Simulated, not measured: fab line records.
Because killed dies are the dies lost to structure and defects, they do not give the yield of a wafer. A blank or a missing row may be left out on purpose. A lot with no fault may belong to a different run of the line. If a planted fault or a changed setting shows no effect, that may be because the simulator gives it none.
Comparing a struck lot with a sound one	flow nand harc	15 steps out of a route of 1159
Sound: the wafers L784.1, L784.3, L784.6. Struck: wafers L780.1, L780.3. (L780.5 of the same lot was not struck and is left out.) The cause comes at the end.
At each step with rows: each side's tool, then ch and its chambers, then its first start. Under that, the readings that differ: sound wafers	struck wafers	difference of the means	sigmas: that difference in standard deviations of wafers without a fault.
alike: readings whose means differ by less than 2 such deviations, and words and numbers that are the same on both sides. not compared: withheld readings, readings that some wafer has no value for, bounds like >300 that may hide the same value, and numbers for which the record gives no deviation and whose values overlap.
Wherever a step has rows on one side only, a row that says differs or no value, or a row with sigmas, the two part there. Numbers that don't overlap but have no deviation are shown without sigmas and don't part them. A reading missing from all wafers of one side parts the sides only when that side holds two or more wafers.

first, 9 steps without rows for these wafers: NHARC_THIN_TSV_PVD_24 (deposits Al, target thk 800 nm); NHARC_THIN_TSV_DEHYDRATE_25 (time 120 s); NHARC_THIN_TSV_HMDS_26 (time 30 s); NHARC_THIN_TSV_COAT_27; NHARC_THIN_TSV_SOFTBAKE_28 (time 95 s); NHARC_THIN_TSV_EBR_29; NHARC_THIN_TSV_EXPOSE_30 (exposes mask PAD); NHARC_THIN_TSV_PEB_31 (peb time 85 s); NHARC_THIN_TSV_DEVELOP_32 (time 70 s).
NHARC_THIN_TSV_CD_MEAS_33: target cd 5000 nm.
  sound on cd sem-01 ch 0, day 22 04:40; struck on cd sem-01 ch 0, day 21 22:26
  alike: cd nm
then, 1 step without rows for these wafers: NHARC_THIN_TSV_HARDBAKE_34 (time 80 s).
NHARC_THIN_TSV_DESCUM_35: chemistry O2, time 3 s.
  sound on rie diel-13 ch 0,1,2, day 22 04:49; struck on rie diel-13 ch 0,2, day 21 22:36
  alike: drypump motor current A, oes product au, rf vpp V, showerhead plenum p Torr, throttle valve pct
  not compared: rf hours counter h
NHARC_THIN_TSV_ETCH_59: etches the open film in Cl2/BCl3, target depth 880 nm, time 138.1 s.
  sound on rie metal-01 ch 0,1, day 22 04:59; struck on rie metal-03 ch 0,1, day 21 22:43
reading	sound	struck	difference	sigmas
oes product au (a.u.)	0.999 1.000 1.007	0.946 0.936	-0.061	-6
  alike: drypump motor current A, he backside leak sccm, throttle valve pct
  not compared: rf hours counter h
NHARC_THIN_TSV_ETCH_36: etches the open film in Cl2/BCl3, target depth 65 nm, time 18.571 s.
  sound on rie metal-03 ch 0,1, day 22 05:14; struck on rie metal-03 ch 1, day 21 22:59
  alike: drypump motor current A, he backside leak sccm, oes product au
  not compared: rf hours counter h
NHARC_END_SORT_01:
  here the record holds rows for the struck wafers (prober-01 ch 0, day 22 07:21) but none for the sound ones

## WHERE THEY PART
First at NHARC_THIN_TSV_ETCH_59; last, within this record, at NHARC_END_SORT_01.

WHY: the cause the simulator had injected
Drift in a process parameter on rie metal-03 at NHARC_THIN_TSV_ETCH_59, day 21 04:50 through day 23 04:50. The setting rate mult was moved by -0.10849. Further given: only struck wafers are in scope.
